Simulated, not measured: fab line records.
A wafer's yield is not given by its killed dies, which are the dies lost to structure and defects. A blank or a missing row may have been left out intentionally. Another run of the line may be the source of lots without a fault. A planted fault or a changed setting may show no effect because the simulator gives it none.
fab line records	flow n5_finfet
record lots=10	wafers=27	last_day=19
route steps=1938 shown BEOL_M4@1111 BEOL_M5@1154 BEOL_M15@1819 MIM_BOT_ETCH@1868 PASSIVATION@1927
lots that met no fault: taken from a fault-free run of the same line
start_h: hours from the record's opening day to when the first of the lot's shown wafers began	wait_h: hours since the lot's step before	" the same as in the row above	L1.1+2: a row that stands for several wafers	- no value present, or no start provided	* or withheld: withheld	< > ~ a bound
route shown NAME@n: names a module that has steps shown in the file, with the first one's number in the route	usual: average and standard deviation across the fault-free wafers	same: alike in all rows	chamber/n: place in a boat	sites: each site's reading	_std_site: the standard deviation of these	_edge_site: outer sites' mean less inner sites'	radius_mm: for every site, how far away it sits from the centre of the wafer	mask NAME#n: copy n	behind: the tool/chamber that last shaped the wafer	hold: the reason the lot was held/the length of the hold in hours/how it ended	device: whichever transistor did not switch (one of n, p or np)	end of line: the same wafers' tests at the end of the route	where a step has no rows: the recipe by itself	killed: at the first sort, the dies lost to defects and structure; wafer yield is something else	map: a wafer's dies, x killed, . not, _ none there
set.NAME: setting as actually run; set.NAME@STEP: the setting as run at that earlier step	model.NAME: the simulator's own value behind a step, which no gauge read
steps of the route over a sample of lots; a table a step, a row a wafer
services: when a tool's chamber went out of use (start_h, in hours from the record's first day, below 0 if earlier), for how many hours, and the reason
## steps
# step N5_BEOL_M4_RC_MEAS_101
# usual DIBL_N=36.0/1.3	DIBL_P=36.2/1.7	IOFF_N=0.155/0.024	IOFF_P=0.21/0.034	ION_N=674/9	ION_P=463/7.1	SS_N=71.4/0.5	SS_P=73.4/0.57	VT_N=250.0/2.8	VT_P=-251/3.2
lot.wafer	tool	chamber	start_h	wait_h	DIBL_N[mV/V]	DIBL_P[mV/V]	IOFF_N[nA/um]	IOFF_P[nA/um]	ION_N[uA/um]	ION_P[uA/um]	SS_N[mV/dec]	SS_P[mV/dec]	VT_N[mV]	VT_P[mV]
L144.3	prober-01	0	211.10	0.3	34.4	34.2	0.113	0.17	654	457	70.8	72.5	255.3	-254
L144.4	"	0	"	"	32.8	32.1	0.097	0.14	654	454	70.5	72.9	255.2	-256
L144.5	"	0	"	"	34.7	34.6	0.123	0.18	664	460	71.1	73.6	254.6	-253
L147.1	prober-02	0	252.50	0.0	35.3	33.8	0.133	0.19	674	466	71.6	72.8	251.5	-251
L147.2	"	0	"	"	37.4	36.0	0.164	0.22	681	467	71.4	73.2	247.7	-250
L147.5	"	0	"	"	35.4	33.4	0.134	0.19	665	463	71.7	73.0	251.1	-251
L152.3	prober-02	0	275.80	0.3	36.0	37.5	0.157	0.21	672	459	71.7	73.4	250.7	-251
L152.5	"	0	"	"	35.0	35.7	0.144	0.18	667	452	71.4	73.0	251.3	-252
L152.6	"	0	"	"	35.2	36.4	0.153	0.19	678	462	70.7	74.2	250.9	-251
L153.1	prober-01	0	276.14	0.0	37.8	37.2	0.186	0.20	682	457	72.0	73.3	248.8	-254
L153.5	"	0	"	"	35.8	35.1	0.156	0.18	681	458	70.8	73.1	248.2	-255
L153.6	"	0	"	"	36.3	35.3	0.159	0.18	671	460	70.4	73.6	250.2	-255
L162.2	prober-02	0	296.02	0.2	38.0	38.1	0.182	0.29	677	472	71.6	74.0	249.0	-244
L162.3	"	0	"	"	38.5	38.8	0.194	0.30	677	472	72.2	74.7	250.4	-244
L162.4	"	0	"	"	37.6	37.3	0.169	0.27	682	474	71.2	73.8	250.2	-244
L157.3	prober-01	0	315.22	0.3	35.1	35.2	0.152	0.23	678	474	70.9	72.6	250.0	-247
L157.4	"	0	"	"	36.7	37.5	0.187	0.26	689	475	71.5	73.5	246.1	-244
L160.2	prober-02	0	319.44	0.2	38.0	38.0	0.180	0.24	680	466	71.8	73.8	249.6	-252
L160.4	"	0	"	"	36.2	36.0	0.142	0.20	664	459	71.0	73.3	249.0	-252
L161.1	prober-01	0	322.20	0.0	35.4	37.6	0.143	0.19	670	459	71.4	73.7	252.1	-254
L161.3	"	0	"	"	34.7	37.2	0.137	0.18	666	456	71.4	73.1	250.1	-253
L149.1	prober-02	0	347.29	0.0	36.1	37.0	0.162	0.20	674	458	71.9	73.4	249.5	-251
L149.2	"	0	"	"	36.3	37.2	0.155	0.20	663	451	71.7	72.9	251.1	-254
L149.6	"	0	"	"	34.5	35.2	0.132	0.18	660	453	71.2	73.7	252.5	-254
L167.1	prober-01	0	347.71	0.0	35.7	34.9	0.135	0.20	676	464	70.9	73.0	251.9	-251
L167.2	"	0	"	"	34.8	34.3	0.120	0.19	668	464	71.0	72.4	255.6	-249
L167.6	"	0	"	"	34.3	34.5	0.121	0.19	664	464	70.4	72.5	253.3	-250
# step N5_BEOL_M5_ETCH_68
# recipe chemistry=N2/H2	target=SOC	target_depth_a=800	overetch_a=160	mask_material=SiARC	temp_c=40	time_s=120	ion_energy_ev=200	pressure_mtorr=30	source_w=840	bias_w=150	n2_flow_sccm=200	h2_flow_sccm=200
# usual drypump_motor_current_A=6.0/0.55	oes_product_au=0.60/0.052	rf_vpp_V=523.8/2.4	showerhead_plenum_p_Torr=2.54/0.084	temp_c=40.02/0.11	throttle_valve_pct=17.97/0.18
lot.wafer	tool	chamber	start_h	wait_h	drypump_motor_current_A	oes_product_au	rf_hours_counter_h	rf_vpp_V	showerhead_plenum_p_Torr	temp_c	throttle_valve_pct
L144.3	rie_diel-01	1	216.35	0.0	6.3	0.58	150	523.5	2.54	40.05	17.84
L144.4	"	2	"	"	6.4	0.67	29	526.8	2.71	40.01	18.06
L144.5	"	0	"	"	6.6	0.61	-	521.2	2.46	39.97	18.13
L147.1	rie_diel-03	2	258.71	0.0	5.0	0.57	169	527.3	2.64	40.18	17.88
L147.2	"	3	"	"	5.4	0.65	62	523.8	2.58	39.90	17.88
L147.5	"	3	"	"	5.4	0.65	-	524.6	2.58	40.13	17.89
L152.3	rie_diel-01	3	280.02	0.0	6.0	0.67	36	521.0	2.48	40.07	17.82
L152.5	"	2	"	"	6.4	0.65	-	527.8	2.70	39.85	18.09
L152.6	"	3	"	"	6.0	0.67	-	522.1	2.48	39.96	17.83
L153.1	rie_diel-01	1	280.49	0.0	6.2	0.56	174	524.8	2.53	40.07	17.85
L153.5	"	0	"	"	6.6	0.59	-	520.5	2.45	40.04	18.15
L153.6	"	3	"	"	6.0	0.68	-	521.7	2.48	40.16	17.81
L162.2	rie_diel-06	3	299.70	0.0	5.2	0.60	88	525.6	2.57	40.00	18.15
L162.3	"	1	"	"	5.2	0.70	15	525.3	2.60	40.08	17.58
L162.4	"	2	"	"	6.4	0.57	-	519.9	2.43	39.88	17.98
L157.3	rie_diel-01	1	322.65	0.0	6.3	0.51	187	522.2	2.53	40.00	17.88
L157.4	"	0	"	"	6.6	0.52	136	520.7	2.44	40.02	18.18
L160.2	rie_diel-01	0	323.71	0.0	6.6	0.58	137	520.6	2.44	40.20	18.18
L160.4	"	2	"	"	6.4	0.58	60	528.2	2.69	39.89	18.12
L161.1	rie_diel-01	3	328.95	0.0	6.0	0.65	50	522.0	2.47	39.96	17.86
L161.3	"	0	"	"	6.6	0.52	137	523.0	2.44	39.94	18.18
L149.1	rie_diel-06	2	353.71	0.0	6.4	0.56	201	520.1	2.42	40.06	17.99
L149.2	"	0	"	"	6.4	0.68	17	525.5	2.60	39.92	17.87
L149.6	"	2	"	"	6.4	0.56	-	520.0	2.42	40.15	17.99
L167.1	rie_diel-03	1	354.13	0.0	6.1	0.54	197	520.4	2.42	40.13	17.65
L167.2	"	2	"	"	5.0	0.56	193	526.8	2.63	39.74	17.93
L167.6	"	1	"	"	6.1	0.54	-	520.0	2.42	40.10	17.66
# step N5_BEOL_M15_SPUTTER_43
# recipe material=TaN	target_thk_a=150	temp_c=50	bias_v=168.6	power_w=15000	chamber_pressure_pa=0.12	time_s=24.19
# usual cathode_dc_power_W=15000/2.5	susceptor_temp_C=50.01/0.099	throttle_valve_pct=29.8/1.1
lot.wafer	tool	chamber	start_h	wait_h	cathode_dc_power_W	susceptor_temp_C	throttle_valve_pct
L144.3	pvd_sputter-01	-	292.98	0.0	15002	49.84	29.8
L144.4	"	-	"	"	14996	49.98	29.0
L144.5	"	-	"	"	14994	50.05	28.6
L147.1	pvd_sputter-02	-	339.86	0.0	15003	50.09	30.7
L147.2	"	-	"	"	15004	49.94	29.8
L147.5	"	-	"	"	15001	50.00	30.4
L153.1	pvd_sputter-03	-	360.63	0.0	15001	49.97	30.7
L153.5	"	-	"	"	15000	50.10	29.8
L153.6	"	-	"	"	15001	49.87	30.9
L152.3	pvd_sputter-02	-	371.97	0.0	15002	49.88	30.4
L152.5	"	-	"	"	15005	50.27	30.9
L152.6	"	-	"	"	15004	49.85	30.7
L162.2	pvd_sputter-02	-	389.07	0.0	14999	50.02	30.0
L162.3	"	-	"	"	15005	50.11	27.2
L162.4	"	-	"	"	14998	49.96	30.3
L160.2	pvd_sputter-03	-	406.53	0.0	15000	50.05	30.8
L161.1	pvd_sputter-01	-	413.82	0.0	14998	50.07	30.5
L167.1	pvd_sputter-02	-	439.46	0.0	15001	49.93	27.0
L167.2	"	-	"	"	15003	49.93	30.8
L167.6	"	-	"	"	14999	50.04	30.4
L149.1	pvd_sputter-03	-	444.97	0.0	14997	50.19	29.1
L149.2	"	-	"	"	14996	49.89	30.7
L149.6	"	-	"	"	14997	50.11	29.7
# step N5_MIM_BOT_ETCH_ETCH_00
# recipe chemistry=Cl2/BCl3	target=TiN	target_depth_a=455	ion_energy_ev=150	pressure_mtorr=10	icp_w=1000	bias_w=126	Cl2_flow_sccm=53.25	bcl3_flow_sccm=21.75	Ar_flow_sccm=25
# usual bcl3_flow_sccm=21.75/0.06	drypump_motor_current_A=6.2/0.39	mfc_ar_sccm=24.99/0.074	oes_product_au=0.79/0.046	throttle_valve_pct=21.91/0.065
lot.wafer	tool	chamber	start_h	wait_h	bcl3_flow_sccm	drypump_motor_current_A	mfc_ar_sccm	oes_product_au	rf_hours_counter_h	throttle_valve_pct
L144.3	rie_metal-02	0	298.88	0.1	21.76	6.4	25.03	0.87	-	21.79
L144.4	"	1	"	"	21.76	5.6	25.02	0.86	-	21.91
L144.5	"	1	"	"	21.79	5.6	24.90	0.87	-	21.88
L147.1	rie_metal-01	1	348.92	0.1	21.78	6.6	25.00	0.77	57	22.00
L147.2	"	0	"	"	21.68	6.1	24.99	0.76	45	21.86
L147.5	"	0	"	"	21.78	6.1	25.05	0.76	-	21.84
L153.1	rie_metal-03	1	370.90	0.1	21.82	6.5	25.07	0.87	16	21.96
L153.5	"	1	"	"	21.80	6.5	24.94	0.87	-	21.97
L153.6	"	0	"	"	21.72	5.6	24.90	0.78	-	21.89
L152.3	rie_metal-01	0	378.01	0.1	21.75	6.1	25.10	0.76	-	21.86
L152.5	"	0	"	"	21.82	6.1	24.99	0.76	-	21.85
L152.6	"	1	"	"	21.65	6.6	25.06	0.75	-	22.00
L162.2	rie_metal-02	1	398.44	0.1	21.67	5.5	25.06	0.82	25	21.92
L162.3	"	1	"	"	21.73	5.6	24.99	0.82	-	21.90
L162.4	"	0	"	"	21.82	6.5	24.97	0.82	-	21.81
L160.2	rie_metal-03	1	413.30	0.1	21.70	6.5	24.96	0.87	18	21.95
L161.1	rie_metal-01	0	421.75	0.1	21.67	6.1	24.81	0.74	53	21.86
L167.1	rie_metal-03	0	445.41	0.1	21.73	5.7	25.17	0.77	47	21.90
L167.2	"	1	"	"	21.69	6.6	25.03	0.84	21	21.97
L167.6	"	1	"	"	21.87	6.6	24.98	0.84	-	21.98
L149.1	rie_metal-01	0	453.56	0.1	21.70	6.1	24.87	0.74	55	21.86
L149.2	"	1	"	"	21.76	6.5	25.04	0.75	67	22.01
L149.6	"	0	"	"	21.76	6.1	24.90	0.74	-	21.87
# step N5_PASSIVATION_INSPECT_67
# recipe mode=adi	inspect_instrument=macro
# usual raw_defect_count=2.1/1.4
lot.wafer	tool	chamber	start_h	wait_h	raw_defect_count
L144.3	defect_inspect-01	-	304.23	0.0	2
L144.4	"	-	"	"	2
L144.5	"	-	"	"	1
L147.1	defect_inspect-02	-	353.89	0.2	2
L147.2	"	-	"	"	1
L147.5	"	-	"	"	1
L153.1	defect_inspect-02	-	377.67	0.0	1
L153.5	"	-	"	"	3
L153.6	"	-	"	"	2
L152.3	defect_inspect-02	-	384.11	0.0	3
L152.5	"	-	"	"	0
L152.6	"	-	"	"	4
L162.2	defect_inspect-02	-	404.53	0.0	2
L162.3	"	-	"	"	4
L162.4	"	-	"	"	2
L160.2	defect_inspect-02	-	422.42	0.0	5
L161.1	defect_inspect-02	-	428.06	0.0	2
L167.1	defect_inspect-01	-	451.17	0.0	2
L167.2	"	-	"	"	4
L167.6	"	-	"	"	1
L149.1	defect_inspect-02	-	463.17	0.0	2
L149.2	"	-	"	"	3
L149.6	"	-	"	"	2
# step N5_PASSIVATION_PROBE_49
# usual defect_limited_yield=90.8/1.7	killed_at_M0_to_M3=37/12	killed_at_M4_up=15/5.6	killed_at_contacts=13/6.9	killed_at_front_end=40/11	killed_at_other=4/3.2	killed_dies=109/20	killed_on_rim=14/4.3	killed_open=73/15	killed_short=35/8.3	sort_bin_5_function=5.4/1.1	sort_bin_6_memory=3.5/0.73	sort_n_pass=1071/20	sort_yield_pct=90.8/1.7
# same gross_dies=1180	killed_at_back_side=0	sort_bin_4_leakage[%]=0	sort_bin_8_speed[%]=0
lot.wafer	tool	chamber	start_h	wait_h	defect_limited_yield[%]	killed_at_M0_to_M3	killed_at_M4_up	killed_at_contacts	killed_at_front_end	killed_at_other	killed_dies	killed_on_rim	killed_open	killed_short	sort_bin_5_function[%]	sort_bin_6_memory[%]	sort_n_pass	sort_yield_pct[%]
L160.2	prober-01	-	425.93	0.1	90.8	42	13	14	38	1	108	14	64	44	5.9	3.0	1072	90.8
L160.4	prober-01	-	426.03	0.2	0.7	38	1072	17	37	8	1172	152	69	48	94.7	4.4	8	0.7
L157.3	prober-02	-	426.95	0.1	0.1	36	1088	12	33	10	1179	151	58	41	97.0	2.7	1	0.1
L157.4	prober-02	-	427.00	0.2	0	41	1083	21	34	1	1180	152	64	42	96.3	3.4	0	0
L161.1	prober-01	-	431.19	0.0	90.4	20	26	16	44	7	113	12	79	33	5.7	3.4	1067	90.4
L161.3	prober-01	-	431.29	0.1	0	24	1107	9	38	2	1180	152	57	37	97.2	2.5	0	0
# killed by level:class
L160.2 BEOL_M2:geometric_particle:open=16 FIN_SAQP:geometric_particle:open=9 MOL_CONTACT_COAG:geometric_particle:open=9 GATE_CUT:geometric_particle:short=8 FIN_SAQP:geometric_particle:short=7 BEOL_M0_SAQP:geometric_particle:short=6 BEOL_M2:geometric_particle:short=6 BEOL_M5:geometric_particle:open=6
L160.4 BEOL_M5:area_etch=1055 MOL_CONTACT_COAG:geometric_particle:open=14 BEOL_M0_SAQP:geometric_particle:short=9 FIN_SAQP:geometric_particle:open=7 GATE_CUT:geometric_particle:short=7 BEOL_M2:geometric_particle:open=6 BEOL_M2:geometric_particle:short=6 BEOL_M3:geometric_particle:open=6
L157.3 BEOL_M5:area_etch=1080 MOL_CONTACT_COAG:geometric_particle:open=10 BEOL_M0_SAQP:geometric_particle:short=10 FIN_SAQP:geometric_particle:open=8 BEOL_M2:geometric_particle:open=7 STI_FIN_REVEAL:geometric_particle:open=6 BEOL_M0_SAQP:geometric_particle:open=6 FIN_SAQP:geometric_particle:short=5
L157.4 BEOL_M5:area_etch=1072 MOL_CONTACT_COAG:geometric_particle:open=14 BEOL_M0_SAQP:geometric_particle:open=12 BEOL_M0_SAQP:geometric_particle:short=11 GATE_CUT:geometric_particle:open=7 MOL_CONTACT_COAG:geometric_particle:short=7 BEOL_M2:geometric_particle:open=7 BEOL_M2:geometric_particle:short=5
L161.1 MOL_CONTACT_COAG:geometric_particle:open=13 STI_FIN_REVEAL:geometric_particle:open=9 BEOL_M4:geometric_particle:open=9 FIN_SAQP:geometric_particle:open=7 FIN_SAQP:geometric_particle:short=6 BEOL_M3:geometric_particle:open=6 BEOL_M5:geometric_particle:open=6 BEOL_M7:geometric_particle:open=5
L161.3 BEOL_M5:area_etch=1086 BEOL_M4:geometric_particle:open=15 FIN_SAQP:geometric_particle:open=12 FIN_SAQP:geometric_particle:short=7 MOL_CONTACT_COAG:geometric_particle:open=6 BEOL_M0_SAQP:geometric_particle:short=6 BEOL_M0_SAQP:geometric_particle:open=5 STI_FIN_REVEAL:geometric_particle:open=4
## services
tool	chamber	start_h	hours	kind
rie_diel-06	0	198.08	6.2	repair
rie_diel-06	1	221.29	-	clean
rie_diel-06	1	221.29	-	consumable_replace:esc
rie_diel-06	1	221.29	-	consumable_replace:focus_ring
rie_diel-06	1	221.29	25.2	scheduled_down
rie_diel-06	1	221.29	25.2	vent_cycle
rie_diel-01	2	247.05	9.9	repair
rie_metal-01	-	279.51	0.5	repair
rie_diel-06	3	281.08	5.0	repair
rie_diel-06	1	284.55	4.9	repair
rie_diel-06	0	289.47	-	clean
rie_diel-06	0	289.47	-	consumable_replace:focus_ring
rie_diel-06	0	289.47	12.7	scheduled_down
rie_diel-06	0	289.47	12.7	vent_cycle
rie_diel-03	-	293.56	16.0	repair
rie_metal-01	1	294.19	6.5	repair
rie_metal-03	-	364.79	1.1	repair
rie_metal-03	-	379.61	10.0	pm
rie_diel-03	0	385.10	-	clean
rie_diel-03	0	385.10	-	consumable_replace:focus_ring
rie_diel-03	-	403.77	0.4	repair
pvd_sputter-03	-	415.65	1.7	repair
rie_diel-06	1	422.60	4.8	repair
rie_diel-06	3	441.09	5.5	repair
## key
first_sign step=N5_PASSIVATION_PROBE_49	reading=killed_at_M4_up	direction=up	sigmas=99+	usual=15	struck=1088
effect step=N5_PASSIVATION_PROBE_49	reading=sort_bin_5_function	direction=up	sigmas=81	usual=5.4	struck=96.3
more_kills_born_at N5_BEOL_M5_ETCH_68@rie_diel-01=4293
met_at N5_BEOL_M5_ETCH_68
struck_lots L157,L160,L161
struck_wafers L157.3,L157.4,L160.4,L161.3
later_rows_left_out L157.3,L157.4,L160.4,L161.3
not_acting_at N5_BEOL_M15_SPUTTER_43,N5_MIM_BOT_ETCH_ETCH_00,N5_PASSIVATION_INSPECT_67
onset_between 280.49 322.65
fault kind=process_parameter_drift	tool=rie_diel-01	chamber=-	onset_h=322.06	steps=N5_BEOL_M5_ETCH_68	channel=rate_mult	offset=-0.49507	shape=step	end_h=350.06	scope=struck_wafers_only
# later_rows_left_out: the simulator's readings of these wafers behind a module that went badly wrong aren't trusted and aren't shown, but for the sort
